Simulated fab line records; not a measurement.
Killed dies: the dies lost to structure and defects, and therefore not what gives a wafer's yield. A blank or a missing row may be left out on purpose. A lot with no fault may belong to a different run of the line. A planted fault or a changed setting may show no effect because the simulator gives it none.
Lot-split experiment :: flow n5Finfet :: 21 wafers read from 7 lots, route of 1938 steps

ON THE SPLIT
At N5_SD_EPI_N_ETCH_45 (etches SiOCN in CH3F/O2, target depth 6 nm), the setting targetDepthA was moved away from the recipe's 60 angstrom on 4 of the 21 wafers read, by -8.8% to +7.7%. All remaining wafers had this setting at the recipe value.

The reading comes from the split's own step.

THE READING
etch.depthNm (the simulator's own value, which no gauge read), in nm, at N5_SD_EPI_N_ETCH_45 (etches SiOCN in CH3F/O2, target depth 6 nm). There is no usual value for it anywhere in the file. Average 6.006 nm, standard deviation 0.058 nm, over the 17 wafers here run with the recipe.

wafer: L075.2
tool, chamber at the split: rieDiel-03, 0
targetDepthA as run, angstrom: 54.73
against the recipe: -8.8%
etch.depthNm, nm: 5.503
against lot-mates on the recipe: -0.562

wafer: L075.3
tool, chamber at the split: rieDiel-03, 0
targetDepthA as run, angstrom: 60
against the recipe: recipe
etch.depthNm, nm: 6.081
against lot-mates on the recipe: -

wafer: L075.6
tool, chamber at the split: rieDiel-03, 0
targetDepthA as run, angstrom: 60
against the recipe: recipe
etch.depthNm, nm: 6.049
against lot-mates on the recipe: -

wafer: L081.2
tool, chamber at the split: rieDiel-03, 0
targetDepthA as run, angstrom: 60
against the recipe: recipe
etch.depthNm, nm: 5.932
against lot-mates on the recipe: -

wafer: L081.3
tool, chamber at the split: rieDiel-03, 3
targetDepthA as run, angstrom: 57.27
against the recipe: -4.5%
etch.depthNm, nm: 5.722
against lot-mates on the recipe: -0.238

wafer: L081.6
tool, chamber at the split: rieDiel-03, 2
targetDepthA as run, angstrom: 60
against the recipe: recipe
etch.depthNm, nm: 5.989
against lot-mates on the recipe: -

wafer: L082.2
tool, chamber at the split: rieDiel-06, 2
targetDepthA as run, angstrom: 60
against the recipe: recipe
etch.depthNm, nm: 6.086
against lot-mates on the recipe: -

wafer: L082.5
tool, chamber at the split: rieDiel-06, 0
targetDepthA as run, angstrom: 60
against the recipe: recipe
etch.depthNm, nm: 6.016
against lot-mates on the recipe: -

wafer: L082.6
tool, chamber at the split: rieDiel-06, 3
targetDepthA as run, angstrom: 60
against the recipe: recipe
etch.depthNm, nm: 6.049
against lot-mates on the recipe: -

wafer: L083.2
tool, chamber at the split: rieDiel-06, 0
targetDepthA as run, angstrom: 60
against the recipe: recipe
etch.depthNm, nm: 5.959
against lot-mates on the recipe: -

wafer: L083.3
tool, chamber at the split: rieDiel-06, 2
targetDepthA as run, angstrom: 64.62
against the recipe: +7.7%
etch.depthNm, nm: 6.466
against lot-mates on the recipe: +0.507

wafer: L083.4
tool, chamber at the split: rieDiel-06, 1
targetDepthA as run, angstrom: 64.62
against the recipe: +7.7%
etch.depthNm, nm: 6.514
against lot-mates on the recipe: +0.555

wafer: L086.2
tool, chamber at the split: rieDiel-03, 3
targetDepthA as run, angstrom: 60
against the recipe: recipe
etch.depthNm, nm: 6.029
against lot-mates on the recipe: -

wafer: L086.3
tool, chamber at the split: rieDiel-03, 1
targetDepthA as run, angstrom: 60
against the recipe: recipe
etch.depthNm, nm: 6.031
against lot-mates on the recipe: -

wafer: L086.6
tool, chamber at the split: rieDiel-03, 2
targetDepthA as run, angstrom: 60
against the recipe: recipe
etch.depthNm, nm: 6.063
against lot-mates on the recipe: -

wafer: L089.1
tool, chamber at the split: rieDiel-03, 2
targetDepthA as run, angstrom: 60
against the recipe: recipe
etch.depthNm, nm: 5.989
against lot-mates on the recipe: -

wafer: L089.5
tool, chamber at the split: rieDiel-03, 0
targetDepthA as run, angstrom: 60
against the recipe: recipe
etch.depthNm, nm: 5.964
against lot-mates on the recipe: -

wafer: L089.6
tool, chamber at the split: rieDiel-03, 1
targetDepthA as run, angstrom: 60
against the recipe: recipe
etch.depthNm, nm: 6.053
against lot-mates on the recipe: -

wafer: L093.1
tool, chamber at the split: rieDiel-05, 0
targetDepthA as run, angstrom: 60
against the recipe: recipe
etch.depthNm, nm: 5.914
against lot-mates on the recipe: -

wafer: L093.3
tool, chamber at the split: rieDiel-05, 3
targetDepthA as run, angstrom: 60
against the recipe: recipe
etch.depthNm, nm: 6.017
against lot-mates on the recipe: -

wafer: L093.4
tool, chamber at the split: rieDiel-05, 1
targetDepthA as run, angstrom: 60
against the recipe: recipe
etch.depthNm, nm: 5.877
against lot-mates on the recipe: -

THE FIT
A straight line over all 21 wafers: etch.depthNm changes by +0.0608 nm for each +1% of targetDepthA; r = +0.96; the points scatter about the line by 0.056 nm.
The same after taking each lot's own level away (the mean of its wafers on the recipe; 21 wafers): +0.0655 nm for each +1%; r = +0.99; scatter 0.037 nm.
On that fit, the largest move of targetDepthA shifts the reading by 0.58 nm.
Across the lots, their own levels run from 5.9360 to 6.0650 nm, a range of 2.2 times the standard deviation given above.
The two slopes are in agreement: the lot-to-lot level therefore moves the slope only a little.
Check: with one of the wafers moved furthest among these (-8.8%) left out of the fit, the line predicts -0.575 nm for it against its lot-mates. Against them it came out at -0.562 nm.

OTHER SPLITS APPLIED TO THESE WAFERS
Before the reading, these wafers also passed through other splits. Each is held against what the fit with the lots' levels taken away leaves over:
other split on the same wafers: N5_SD_EPI_N_PEB_07 pebTempC
wafers away from the commonest value: 5
r with etch.depthNm (lot level and that fit taken away): +0.22

THE FILE'S OWN FIT
etch.depthNm changes by +0.0644 nm for each +1% of targetDepthA, r = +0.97.
